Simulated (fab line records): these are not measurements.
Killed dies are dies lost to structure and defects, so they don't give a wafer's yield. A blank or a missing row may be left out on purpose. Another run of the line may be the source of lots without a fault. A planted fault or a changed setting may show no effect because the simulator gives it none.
Comparing a struck lot with a sound one / flow n5Finfet / 27 steps out of a route of 1938
Sound: these wafers, L722.3, L722.4, L722.5. Struck: wafers L731.2, L731.6 (left out: L731.3, a lot-mate that was not struck); the cause follows at the end.
For every step that has rows: the tool of each side, followed by ch and its chambers, followed by its first start. Under that, the readings that differ: sound wafers / struck wafers / difference of the means / sigmas: that difference in standard deviations of wafers without a fault.
alike: words and numbers the same on both sides, and readings whose means are apart by under 2 such deviations; not compared: readings that were withheld, readings missing a value for some wafer, numbers with overlapping values and no deviation given by the record, and bounds like >300 which may hide the same value.
Wherever a step has rows on one side only, a row that says differs or no value, or a row with sigmas, the two part there. When numbers do not overlap yet have no deviation, they are printed without sigmas and do not part them. A reading that every wafer of one side lacks parts them only if that side has two wafers or more.

N5_STI_FIN_REVEAL_ALD_14: deposits Si3N4, target thk 3 nm.
  sound on aldSin-01 ch 1,2, day 2 04:21; struck on aldSin-03 ch 2,3, day 4 13:35
  alike: heaterPowerW
then, 2 steps without rows for these wafers: N5_STI_FIN_REVEAL_FCVD_FILL_01 (material SiO2 flowable, target thk 312 nm, time 512.2 s); N5_STI_FIN_REVEAL_DENSIFY_02 (time 1800 s).
N5_STI_FIN_REVEAL_CMP_04: polishes, stops on Si3N4, t overpolish 4 s, target thk 131.83 nm.
  sound on cmp-04 ch 0,1,3, day 2 09:28; struck on cmp-01 ch 2,3, day 4 18:37
  alike: motorCurrentA, overpolishRunS, timeToEndpointS
N5_STI_FIN_REVEAL_THK_MEAS_05:
  sound on filmMetro-02 at day 2 09:41; struck on filmMetro-01 at day 4 18:55
  alike: thkNm
then, 1 step without rows for these wafers: N5_STI_FIN_REVEAL_DENSIFY_30.
N5_STI_FIN_REVEAL_ETCHBACK_08: etches SiO2 in C4F6/O2, target depth 30.5 nm, time 10.167 s.
  sound on rieDiel-04 ch 1,2, day 2 09:59; struck on rieDiel-01 ch 0,2, day 4 19:23
  alike: drypumpMotorCurrentA, oes_o_777_au, oesProductAu, rfFwdPowerW, rfVppV, showerheadPlenumPTorr, throttleValvePct
  not compared: rfHoursCounterH
N5_STI_FIN_REVEAL_STRIP_24: strips in N2/H2, time 90 s.
  sound on rieDiel-04 ch 1,2, day 2 10:01; struck on rieDiel-01 ch 0,2, day 4 19:25
  alike: biasPowerW, drypumpMotorCurrentA, oesProductAu, rfVppV, showerheadPlenumPTorr, throttleValvePct
  not compared: rfHoursCounterH
then, 4 steps without rows for these wafers: N5_STI_FIN_REVEAL_PRECLEAN_25 (cleans in SPM, time 90 s); N5_STI_FIN_REVEAL_PRECLEAN_26 (cleans in SC1, time 45 s); N5_STI_FIN_REVEAL_PRECLEAN_29 (cleans in DHF, time 30 s); N5_STI_FIN_REVEAL_SRD_12 (time 30 s).
N5_STI_FIN_REVEAL_RECESS_09: chemistry HF/NH3, target SiO2, afs cycles 11, target depth 42.5 nm, sublimation time 60 s.
  sound on vaporEtch-01 ch 0,1, day 2 11:04; struck on vaporEtch-01 ch 1, day 4 19:38
  alike: drypumpMotorCurrentA, forelinePTorr
then, 2 steps without rows for these wafers: N5_STI_FIN_REVEAL_STRIP_16 (strips SiNx in H3PO4, target depth 23.8 nm); N5_STI_FIN_REVEAL_PRECLEAN_17 (cleans in NF3:NH3, afs cycles 1, time 20 s, sublimation time 60 s).
N5_STI_FIN_REVEAL_ETCH_34: etches Si in H2, material Si, target depth 0.97 nm.
  sound on rieSi-06 ch 0,2, day 2 12:38; struck on rieSi-06 ch 1,3, day 4 21:44
  alike: drypumpMotorCurrentA, oesProductAu, rfFwdPowerW, throttleValvePct
  not compared: rfHoursCounterH
then, 7 steps without rows for these wafers: N5_STI_FIN_REVEAL_OXIDATION_31 (chemistry O2 PLASMA REMOTE, time 20 s); N5_STI_FIN_REVEAL_PRECLEAN_32 (cleans in NF3:NH3, afs cycles 1, time 20 s, sublimation time 60 s); N5_STI_FIN_REVEAL_STRIP_35 (strips Si3N4 in H3PO4, target depth 4 nm, time 39 s); N5_STI_FIN_REVEAL_SRD_21 (time 30 s); N5_STI_FIN_REVEAL_OXIDATION_33 (chemistry O2 PLASMA REMOTE, time 20 s); N5_STI_FIN_REVEAL_CLEAN_19 (cleans in O3/DIW, time 120 s); N5_STI_FIN_REVEAL_SRD_23 (time 30 s).
N5_STI_FIN_REVEAL_CD_MEAS_22: target cd 6.238 nm, pitch 28 nm.
  sound on cdSem-02 at day 2 13:13; struck on cdSem-01 at day 4 22:19
  alike: cdNm
N5_STI_FIN_REVEAL_FIN_H_MEAS_10:
  sound on ocd-01 at day 2 13:15; struck on ocd-01 at day 4 22:21
reading=trenchDepthNm (nm); sound=50.7 51.0 51.9; struck=42.5 42.9; difference=-8.5; sigmas=-9
then, 1 step without rows for these wafers: N5_STI_FIN_REVEAL_PRECLEAN_18 (cleans in SC2, time 45 s).
-- a jump in the record: the struck wafers' starts before and after are 10 days apart (it breaks off in module STI_FIN_REVEAL and resumes in module PASSIVATION, where the first step shown is number 1936 of the route) --
N5_PASSIVATION_PROBE_49:
  sound on prober-01 at day 12 09:46; struck on prober-02 at day 15 04:43
reading=killed_at_M0_to_M3; sound=15 25 41; struck=49 57; difference=+26; sigmas=+2
reading=killedAtContacts; sound=15 30 18; struck=11 4; difference=-14; sigmas=-2
  alike: killed_at_M4_up, killedAtFrontEnd, killedAtOther, killedDies, killedOpen, killedShort

## WHERE THEY PART
Last at N5_PASSIVATION_PROBE_49 as far as this record goes, first at N5_STI_FIN_REVEAL_FIN_H_MEAS_10.

WHY: what had been put in by the simulator
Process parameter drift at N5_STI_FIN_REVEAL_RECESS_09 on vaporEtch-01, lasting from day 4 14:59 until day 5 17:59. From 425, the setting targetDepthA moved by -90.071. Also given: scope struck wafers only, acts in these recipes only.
